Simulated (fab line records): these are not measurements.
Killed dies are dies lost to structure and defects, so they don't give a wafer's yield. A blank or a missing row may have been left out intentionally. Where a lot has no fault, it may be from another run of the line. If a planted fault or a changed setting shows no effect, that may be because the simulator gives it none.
The tool behind it: which one? | flow nand_harc | 33 wafers from 11 lots sampled at 4 of the route's 1302 steps

== WHAT THE GAUGES READ, wafer by wafer ==
NHARC_P_GATE_CD_MEAS_11: target cd 1640 nm.
lot  | measured     | on        | cd_nm (nm)
L257 | day 4 20:40  | cd_sem-03 | 1642.5 1638.5 1639.6
L259 | day 5 17:21  | cd_sem-02 | 1640.9 1641.0 1643.0
L264 | day 7 23:25  | cd_sem-03 | - - -
L266 | day 8 17:58  | cd_sem-01 | 1639.3 1639.8 1637.6
L271 | day 10 15:08 | cd_sem-02 | 1638.5 1640.5 1639.8
L272 | day 10 23:18 | cd_sem-03 | 1641.4 1640.4 1639.6
L273 | day 11 13:01 | cd_sem-01 | 1639.5 1639.9 1639.3
L274 | day 11 18:51 | cd_sem-03 | 1640.4 1640.0 1639.2
L275 | day 12 07:15 | cd_sem-03 | 1639.3 1637.2 1639.9
L278 | day 13 15:46 | cd_sem-02 | 1642.1 1639.1 1639.3
L279 | day 14 07:08 | cd_sem-01 | 1641.5 1638.5 1640.4

== WHICH TOOL RAN EACH LOT (tool, then ch and the chambers of the sampled wafers, then the start) ==
lot  | NHARC_P_ZERO_WELL_DESCUM_26        | NHARC_P_STI_DESCUM_14              | NHARC_P_GATE_EXPOSE_08
L257 | rie_diel-04 ch 1,2,3, day 2 08:30  | rie_diel-07 ch 0,1,2, day 3 08:26  | krf_scanner-04 ch 0, day 4 20:31
L259 | rie_diel-11 ch 0,1, day 3 04:43    | rie_diel-10 ch 0,1,3, day 4 03:25  | krf_scanner-03 ch 0, day 5 17:11
L264 | rie_diel-13 ch 0,2,3, day 5 09:28  | rie_diel-06 ch 2,3, day 6 08:48    | krf_scanner-02 ch 0, day 7 23:16
L266 | rie_diel-13 ch 1,2,3, day 6 02:46  | rie_diel-06 ch 0,3, day 7 03:57    | krf_scanner-02 ch 0, day 8 17:50
L271 | rie_diel-04 ch 0,3, day 8 05:01    | rie_diel-10 ch 0,2,3, day 9 03:43  | krf_scanner-02 ch 0, day 10 14:59
L272 | rie_diel-13 ch 1,2,3, day 8 15:08  | rie_diel-06 ch 1,2, day 9 12:41    | krf_scanner-04 ch 0, day 10 23:09
L273 | rie_diel-04 ch 0,1, day 9 00:41    | rie_diel-10 ch 0,1, day 9 23:03    | krf_scanner-04 ch 0, day 11 12:52
L274 | rie_diel-13 ch 1,3, day 9 10:40    | rie_diel-06 ch 0,1, day 10 08:54   | krf_scanner-04 ch 0, day 11 18:41
L275 | rie_diel-04 ch 0,2,3, day 9 20:49  | rie_diel-10 ch 1,2,3, day 10 17:33 | krf_scanner-03 ch 0, day 12 07:06
L278 | rie_diel-11 ch 1,2,3, day 11 02:37 | rie_diel-06 ch 0,1,3, day 12 03:25 | krf_scanner-02 ch 0, day 13 15:37
L279 | rie_diel-13 ch 0,1,3, day 11 12:41 | rie_diel-06 ch 0,1, day 12 14:16   | krf_scanner-02 ch 0, day 14 06:59
- NHARC_P_ZERO_WELL_DESCUM_26: chemistry O2, time 3 s.
- NHARC_P_STI_DESCUM_14: chemistry O2, time 3 s.
- NHARC_P_GATE_EXPOSE_08: exposes mask P HV.

== THE ANSWER, worked out from the rows above alone ==
Rule: the usual values come from the lots themselves. Put in order of their means at a reading, lots are off if they are a third of the lots or fewer, leave a main group of 4 or more, and stand apart from it by a gap of 3 or more times the standard deviation of the main group's means; of several such gaps the widest counts. A main group is skipped when, at the precision printed for the reading in the tables above, its means are all equal. A lot without any number at a reading at which 4 lots or more have one is off too. Any other lot the step has rows for is counted as sound.
Off, at NHARC_P_GATE_CD_MEAS_11 on cd_nm: L264. Without a number there: L264. The main group: mean 1639.9 nm, standard deviation 0.77.
A tool fits if, at a process step before that reading, it ran every lot that is off, and no sound lot after the first of them. Those tools and the gauges at NHARC_P_GATE_CD_MEAS_11 are tried in the same way. Of those tried, none fits.

== WHAT THE SIMULATOR PUT IN ==
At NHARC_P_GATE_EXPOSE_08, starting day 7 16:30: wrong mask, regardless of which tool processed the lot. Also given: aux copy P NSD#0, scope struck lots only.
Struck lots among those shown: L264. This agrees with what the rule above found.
